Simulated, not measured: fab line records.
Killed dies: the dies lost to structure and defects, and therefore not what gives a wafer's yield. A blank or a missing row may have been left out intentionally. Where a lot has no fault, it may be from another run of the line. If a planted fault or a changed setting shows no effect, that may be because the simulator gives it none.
Chamber matching :: flow nand harc :: rie diel-10 running NHARC_A_M1_DESCUM_14: 4 sister chambers
The step chemistry O2, time 3 s. 14 wafers are shown with their chamber, then 7 later ones without.

== EACH WAFER AND ITS CHAMBER ==
wafer: L077.3
chamber: 1
drypump motor current A (A): 5.8
throttle valve pct (%): 11.323
rf vpp V (V): 57.1

wafer: L077.5
chamber: 3
drypump motor current A (A): 6.0
throttle valve pct (%): 11.303
rf vpp V (V): 59.1

wafer: L077.6
chamber: 0
drypump motor current A (A): 5.2
throttle valve pct (%): 11.313
rf vpp V (V): 57.6

wafer: L082.1
chamber: 2
drypump motor current A (A): 6.0
throttle valve pct (%): 11.317
rf vpp V (V): 57.3

wafer: L082.4
chamber: 3
drypump motor current A (A): 6.0
throttle valve pct (%): 11.304
rf vpp V (V): 57.0

wafer: L082.5
chamber: 1
drypump motor current A (A): 5.8
throttle valve pct (%): 11.316
rf vpp V (V): 59.0

wafer: L085.1
chamber: 0
drypump motor current A (A): 5.2
throttle valve pct (%): 11.311
rf vpp V (V): 59.2

wafer: L085.3
chamber: 2
drypump motor current A (A): 6.1
throttle valve pct (%): 11.303
rf vpp V (V): 57.9

wafer: L085.5
chamber: 0
drypump motor current A (A): 5.2
throttle valve pct (%): 11.308
rf vpp V (V): 58.5

wafer: L088.1
chamber: 1
drypump motor current A (A): 5.8
throttle valve pct (%): 11.329
rf vpp V (V): 57.1

wafer: L088.4
chamber: 2
drypump motor current A (A): 6.1
throttle valve pct (%): 11.317
rf vpp V (V): 58.2

wafer: L088.5
chamber: 2
drypump motor current A (A): 6.1
throttle valve pct (%): 11.317
rf vpp V (V): 58.0

wafer: L089.3
chamber: 2
drypump motor current A (A): 6.1
throttle valve pct (%): 11.288
rf vpp V (V): 56.4

wafer: L089.4
chamber: 3
drypump motor current A (A): 6.0
throttle valve pct (%): 11.311
rf vpp V (V): 57.2

SIGNATURES (averages over the wafers above)
reading: drypump motor current A
chamber 0: 5.200
chamber 1: 5.800
chamber 2: 6.080
chamber 3: 6.000
scatter within a chamber: 0.0283

reading: throttle valve pct
chamber 0: 11.31067
chamber 1: 11.32267
chamber 2: 11.30840
chamber 3: 11.30600
scatter within a chamber: 0.00896

reading: rf vpp V
chamber 0: 58.433
chamber 1: 57.733
chamber 2: 57.560
chamber 3: 57.767
scatter within a chamber: 0.923
Rule: a wafer's distance from a chamber is the root of the sum, over the readings, of the square of ((its reading less the chamber's mean) divided by the reading's scatter). If the next closest chamber is less than 2 further off than the closest, the wafer can't be placed; otherwise it belongs to the closest. The scatter is the square root of a quotient: the sum, over the shown wafers, of each reading's squared deviation from its chamber's mean, divided by wafers minus chambers.

== WAFERS WITH NO CHAMBER GIVEN ==
wafer: L089.5
drypump motor current A (A): 5.2
throttle valve pct (%): 11.308
rf vpp V (V): 57.1

wafer: L096.1
drypump motor current A (A): 5.7
throttle valve pct (%): 11.320
rf vpp V (V): 57.6

wafer: L096.2
drypump motor current A (A): 5.2
throttle valve pct (%): 11.321
rf vpp V (V): 57.8

wafer: L096.5
drypump motor current A (A): 6.0
throttle valve pct (%): 11.311
rf vpp V (V): 57.1

wafer: L095.4
drypump motor current A (A): 6.0
throttle valve pct (%): 11.319
rf vpp V (V): 58.5

wafer: L095.5
drypump motor current A (A): 6.1
throttle valve pct (%): 11.297
rf vpp V (V): 56.3

wafer: L095.6
drypump motor current A (A): 5.8
throttle valve pct (%): 11.315
rf vpp V (V): 57.2

== EACH ONE'S CHAMBER ==
wafer: L089.5
from the rows above: 0
in truth: 0

wafer: L096.1
from the rows above: 1
in truth: 1

wafer: L096.2
from the rows above: 0
in truth: 0

wafer: L096.5
from the rows above: can't be placed: 3 or 2
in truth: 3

wafer: L095.4
from the rows above: can't be placed: 3 or 2
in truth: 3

wafer: L095.5
from the rows above: 2
in truth: 2

wafer: L095.6
from the rows above: 1
in truth: 1
Correctly placed: 5 of 7. Can't be placed from these rows: 2 (the true chamber is among the candidates in 2). Number placed wrongly: 0.
